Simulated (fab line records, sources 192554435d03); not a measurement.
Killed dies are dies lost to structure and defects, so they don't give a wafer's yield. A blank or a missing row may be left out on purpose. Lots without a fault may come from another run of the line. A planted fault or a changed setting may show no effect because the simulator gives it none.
Chamber matching | flow n5_finfet | N5_BEOL_M0_SAQP_MANDREL1_REMOVE_100 on rie_si-03: 4 sister chambers
The step chemistry HBr/Cl2/O2, target a-Si, stops on SiNx, bt time 10 s. 4 wafers are shown with their chamber, then 11 later ones without.

WAFERS WITH THEIR CHAMBER
wafer  | chamber | drypump_motor_current_A (A)
L087.4 | 3       | 6.0
L088.5 | 0       | 5.5
L088.6 | 1       | 6.3
L090.1 | 2       | 6.2

WAFERS WITHOUT THEIR CHAMBER
wafer  | drypump_motor_current_A (A)
L090.3 | 5.6
L090.6 | 5.6
L092.2 | 6.0
L092.3 | 6.3
L092.6 | 6.3
L093.1 | 6.2
L093.3 | 5.6
L093.5 | 6.2
L096.3 | 6.1
L096.4 | 6.2
L096.5 | 6.0

WHICH CHAMBER EACH WENT THROUGH
wafer  | from the rows above          | in truth
L090.3 | 0                            | 0
L090.6 | 0                            | 0
L092.2 | 3                            | 3
L092.3 | can't be placed: 1 or 2      | 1
L092.6 | can't be placed: 1 or 2      | 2
L093.1 | can't be placed: 2 or 1      | 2
L093.3 | 0                            | 0
L093.5 | can't be placed: 2 or 1      | 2
L096.3 | can't be placed: 3 or 2 or 1 | 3
L096.4 | can't be placed: 2 or 1      | 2
L096.5 | 3                            | 3
Placed correctly: 5 of 11. Can't be placed from these rows: 6 (the true chamber is among the candidates in 6). Placed wrongly: 0.
How it was worked out, from the rows above alone: a wafer's distance from a chamber is the root of the sum, over the readings, of the square of ((its reading less the chamber's mean) divided by the reading's scatter). The wafer belongs to the nearest chamber; if the next one is less than 2 further off, it can't be placed. A chamber's mean is the mean of its shown wafers. The scatter: with one shown wafer a chamber, the root of the mean of the squares of how far each hidden wafer lies from its nearest shown one.
